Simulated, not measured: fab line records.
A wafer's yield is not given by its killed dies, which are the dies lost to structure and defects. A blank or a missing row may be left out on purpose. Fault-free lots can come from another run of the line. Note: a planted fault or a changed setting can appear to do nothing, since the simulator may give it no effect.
Split-lot study / flow n5-finfet / on a route of 1938 steps: 7 lots, 39 wafers read

== ABOUT THE SPLIT ==
At N5_HKMG_FIN_ETCH_55 (etches SOC in N2/H2, target depth 240 nm, time 300 s), the setting time-s was moved away from the recipe's 300 s on 15 of the 39 wafers read, by -39.4% to +48.7%. For the rest of the wafers, this setting stayed at what the recipe calls for.

The reading comes from the split's own step.

== THE READING ==
SiARC_of_HKMG_FIN_COAT_42.thk-nm (the simulator's own value, which no gauge read), in nm, at N5_HKMG_FIN_ETCH_55 (etches SOC in N2/H2, target depth 240 nm, time 300 s). There is no usual value for it anywhere in the file. Across the 24 wafers here that went through the recipe, the average is 21.4 nm and the standard deviation 0.66 nm.

wafer=L074.1; tool, chamber at the split=rie-diel-04, 2; time-s as run, s=300; against the recipe=recipe; SiARC_of_HKMG_FIN_COAT_42.thk-nm, nm=22.2; against lot-mates on the recipe=-
wafer=L074.2; tool, chamber at the split=rie-diel-04, 0; time-s as run, s=408.1; against the recipe=+36.0%; SiARC_of_HKMG_FIN_COAT_42.thk-nm, nm=16.4; against lot-mates on the recipe=-5.5
wafer=L074.3; tool, chamber at the split=rie-diel-04, 1; time-s as run, s=408.1; against the recipe=+36.0%; SiARC_of_HKMG_FIN_COAT_42.thk-nm, nm=16.2; against lot-mates on the recipe=-5.7
wafer=L074.4; tool, chamber at the split=rie-diel-04, 0; time-s as run, s=408.1; against the recipe=+36.0%; SiARC_of_HKMG_FIN_COAT_42.thk-nm, nm=16.6; against lot-mates on the recipe=-5.3
wafer=L074.5; tool, chamber at the split=rie-diel-04, 2; time-s as run, s=300; against the recipe=recipe; SiARC_of_HKMG_FIN_COAT_42.thk-nm, nm=22.2; against lot-mates on the recipe=-
wafer=L074.6; tool, chamber at the split=rie-diel-04, 1; time-s as run, s=300; against the recipe=recipe; SiARC_of_HKMG_FIN_COAT_42.thk-nm, nm=21.2; against lot-mates on the recipe=-
wafer=L075.1; tool, chamber at the split=rie-diel-06, 2; time-s as run, s=300; against the recipe=recipe; SiARC_of_HKMG_FIN_COAT_42.thk-nm, nm=21.6; against lot-mates on the recipe=-
wafer=L075.2; tool, chamber at the split=rie-diel-06, 3; time-s as run, s=300; against the recipe=recipe; SiARC_of_HKMG_FIN_COAT_42.thk-nm, nm=21.2; against lot-mates on the recipe=-
wafer=L075.3; tool, chamber at the split=rie-diel-06, 0; time-s as run, s=360.9; against the recipe=+20.3%; SiARC_of_HKMG_FIN_COAT_42.thk-nm, nm=19.6; against lot-mates on the recipe=-1.5
wafer=L075.4; tool, chamber at the split=rie-diel-06, 1; time-s as run, s=300; against the recipe=recipe; SiARC_of_HKMG_FIN_COAT_42.thk-nm, nm=20.4; against lot-mates on the recipe=-
wafer=L075.5; tool, chamber at the split=rie-diel-06, 1; time-s as run, s=360.9; against the recipe=+20.3%; SiARC_of_HKMG_FIN_COAT_42.thk-nm, nm=17.4; against lot-mates on the recipe=-3.7
wafer=L075.6; tool, chamber at the split=rie-diel-06, 0; time-s as run, s=360.9; against the recipe=+20.3%; SiARC_of_HKMG_FIN_COAT_42.thk-nm, nm=19.6; against lot-mates on the recipe=-1.5
wafer=L078.1; tool, chamber at the split=rie-diel-02, 0; time-s as run, s=300; against the recipe=recipe; SiARC_of_HKMG_FIN_COAT_42.thk-nm, nm=21.4; against lot-mates on the recipe=-
wafer=L078.2; tool, chamber at the split=rie-diel-02, 2; time-s as run, s=300; against the recipe=recipe; SiARC_of_HKMG_FIN_COAT_42.thk-nm, nm=22; against lot-mates on the recipe=-
wafer=L078.3; tool, chamber at the split=rie-diel-02, 3; time-s as run, s=300; against the recipe=recipe; SiARC_of_HKMG_FIN_COAT_42.thk-nm, nm=20.2; against lot-mates on the recipe=-
wafer=L078.4; tool, chamber at the split=rie-diel-02, 1; time-s as run, s=181.9; against the recipe=-39.4%; SiARC_of_HKMG_FIN_COAT_42.thk-nm, nm=27.2; against lot-mates on the recipe=+6.0
wafer=L078.5; tool, chamber at the split=rie-diel-02, 1; time-s as run, s=181.9; against the recipe=-39.4%; SiARC_of_HKMG_FIN_COAT_42.thk-nm, nm=27; against lot-mates on the recipe=+5.8
wafer=L078.6; tool, chamber at the split=rie-diel-02, 0; time-s as run, s=181.9; against the recipe=-39.4%; SiARC_of_HKMG_FIN_COAT_42.thk-nm, nm=26.6; against lot-mates on the recipe=+5.4
wafer=L081.1; tool, chamber at the split=rie-diel-04, 2; time-s as run, s=300; against the recipe=recipe; SiARC_of_HKMG_FIN_COAT_42.thk-nm, nm=22.4; against lot-mates on the recipe=-
wafer=L081.2; tool, chamber at the split=rie-diel-04, 0; time-s as run, s=300; against the recipe=recipe; SiARC_of_HKMG_FIN_COAT_42.thk-nm, nm=22; against lot-mates on the recipe=-
wafer=L081.3; tool, chamber at the split=rie-diel-04, 3; time-s as run, s=300; against the recipe=recipe; SiARC_of_HKMG_FIN_COAT_42.thk-nm, nm=20.6; against lot-mates on the recipe=-
wafer=L081.4; tool, chamber at the split=rie-diel-04, 1; time-s as run, s=300; against the recipe=recipe; SiARC_of_HKMG_FIN_COAT_42.thk-nm, nm=21.4; against lot-mates on the recipe=-
wafer=L081.5; tool, chamber at the split=rie-diel-04, 0; time-s as run, s=300; against the recipe=recipe; SiARC_of_HKMG_FIN_COAT_42.thk-nm, nm=21.8; against lot-mates on the recipe=-
wafer=L081.6; tool, chamber at the split=rie-diel-04, 1; time-s as run, s=300; against the recipe=recipe; SiARC_of_HKMG_FIN_COAT_42.thk-nm, nm=21.6; against lot-mates on the recipe=-
wafer=L080.1; tool, chamber at the split=rie-diel-04, 0; time-s as run, s=300; against the recipe=recipe; SiARC_of_HKMG_FIN_COAT_42.thk-nm, nm=21.8; against lot-mates on the recipe=-
wafer=L080.2; tool, chamber at the split=rie-diel-04, 1; time-s as run, s=300; against the recipe=recipe; SiARC_of_HKMG_FIN_COAT_42.thk-nm, nm=21.4; against lot-mates on the recipe=-
wafer=L080.3; tool, chamber at the split=rie-diel-04, 3; time-s as run, s=300; against the recipe=recipe; SiARC_of_HKMG_FIN_COAT_42.thk-nm, nm=20.4; against lot-mates on the recipe=-
wafer=L080.4; tool, chamber at the split=rie-diel-04, 2; time-s as run, s=253.1; against the recipe=-15.6%; SiARC_of_HKMG_FIN_COAT_42.thk-nm, nm=24.2; against lot-mates on the recipe=+3.0
wafer=L080.5; tool, chamber at the split=rie-diel-04, 3; time-s as run, s=253.1; against the recipe=-15.6%; SiARC_of_HKMG_FIN_COAT_42.thk-nm, nm=22.8; against lot-mates on the recipe=+1.6
wafer=L080.6; tool, chamber at the split=rie-diel-04, 2; time-s as run, s=253.1; against the recipe=-15.6%; SiARC_of_HKMG_FIN_COAT_42.thk-nm, nm=24.2; against lot-mates on the recipe=+3.0
wafer=L086.1; tool, chamber at the split=rie-diel-02, 3; time-s as run, s=446.2; against the recipe=+48.7%; SiARC_of_HKMG_FIN_COAT_42.thk-nm, nm=13; against lot-mates on the recipe=-8.7
wafer=L086.2; tool, chamber at the split=rie-diel-02, 1; time-s as run, s=300; against the recipe=recipe; SiARC_of_HKMG_FIN_COAT_42.thk-nm, nm=21.6; against lot-mates on the recipe=-
wafer=L086.3; tool, chamber at the split=rie-diel-02, 0; time-s as run, s=446.2; against the recipe=+48.7%; SiARC_of_HKMG_FIN_COAT_42.thk-nm, nm=14.6; against lot-mates on the recipe=-7.1
wafer=L086.4; tool, chamber at the split=rie-diel-02, 2; time-s as run, s=300; against the recipe=recipe; SiARC_of_HKMG_FIN_COAT_42.thk-nm, nm=22; against lot-mates on the recipe=-
wafer=L086.5; tool, chamber at the split=rie-diel-02, 0; time-s as run, s=300; against the recipe=recipe; SiARC_of_HKMG_FIN_COAT_42.thk-nm, nm=21.4; against lot-mates on the recipe=-
wafer=L086.6; tool, chamber at the split=rie-diel-02, 1; time-s as run, s=446.2; against the recipe=+48.7%; SiARC_of_HKMG_FIN_COAT_42.thk-nm, nm=15.2; against lot-mates on the recipe=-6.5
wafer=L091.1; tool, chamber at the split=rie-diel-04, 3; time-s as run, s=300; against the recipe=recipe; SiARC_of_HKMG_FIN_COAT_42.thk-nm, nm=20.4; against lot-mates on the recipe=-
wafer=L091.4; tool, chamber at the split=rie-diel-04, 2; time-s as run, s=300; against the recipe=recipe; SiARC_of_HKMG_FIN_COAT_42.thk-nm, nm=22; against lot-mates on the recipe=-
wafer=L091.6; tool, chamber at the split=rie-diel-04, 3; time-s as run, s=300; against the recipe=recipe; SiARC_of_HKMG_FIN_COAT_42.thk-nm, nm=20.4; against lot-mates on the recipe=-

THE FIT
A straight line over all 39 wafers: SiARC_of_HKMG_FIN_COAT_42.thk-nm changes by -0.142 nm for each +1% of time-s; r = -0.97; the points scatter about the line by 0.7 nm.
The same after taking each lot's own level away (the mean of its wafers on the recipe; 39 wafers): -0.148 nm for each +1%; r = -0.98; scatter 0.69 nm.
Per that fit: largest time-s move, reading shift of 7.2 nm.
From 20.93 to 21.87 nm: that is the span of the lots' own levels, equal to 1.4 times the standard deviation above.
So the lot-to-lot level changes the slope little: the two slopes agree.
Check: with one of the wafers moved furthest among these (+48.7%) left out of the fit, the line predicts -6.91 nm for it against its lot-mates. Against them it came out at -8.67 nm.

== THE WHOLE CHAIN: every reading that the file lists as answering this split, in the file's order ==
step=N5_HKMG_FIN_ETCH_55; what it does=etches SOC in N2/H2, target depth 240 nm, time 300 s; reading=etch.depth-nm (the simulator's own value, which no gauge read); change (the file's fit)=+2.55 nm for each +1% of the setting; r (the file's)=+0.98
step=N5_HKMG_FIN_ETCH_55; what it does=etches SOC in N2/H2, target depth 240 nm, time 300 s; reading=HKMG_FIN.feature-depth-nm (the simulator's own value, which no gauge read); change (the file's fit)=+2.55 nm for each +1% of the setting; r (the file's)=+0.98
step=N5_HKMG_FIN_ETCH_55; what it does=etches SOC in N2/H2, target depth 240 nm, time 300 s; reading=SiARC_of_HKMG_FIN_COAT_42.thk-nm (the simulator's own value, which no gauge read); change (the file's fit)=-0.148 nm for each +1% of the setting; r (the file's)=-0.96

== THE FILE'S OWN FIT ==
SiARC_of_HKMG_FIN_COAT_42.thk-nm changes by -0.148 nm for each +1% of time-s, r = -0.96.
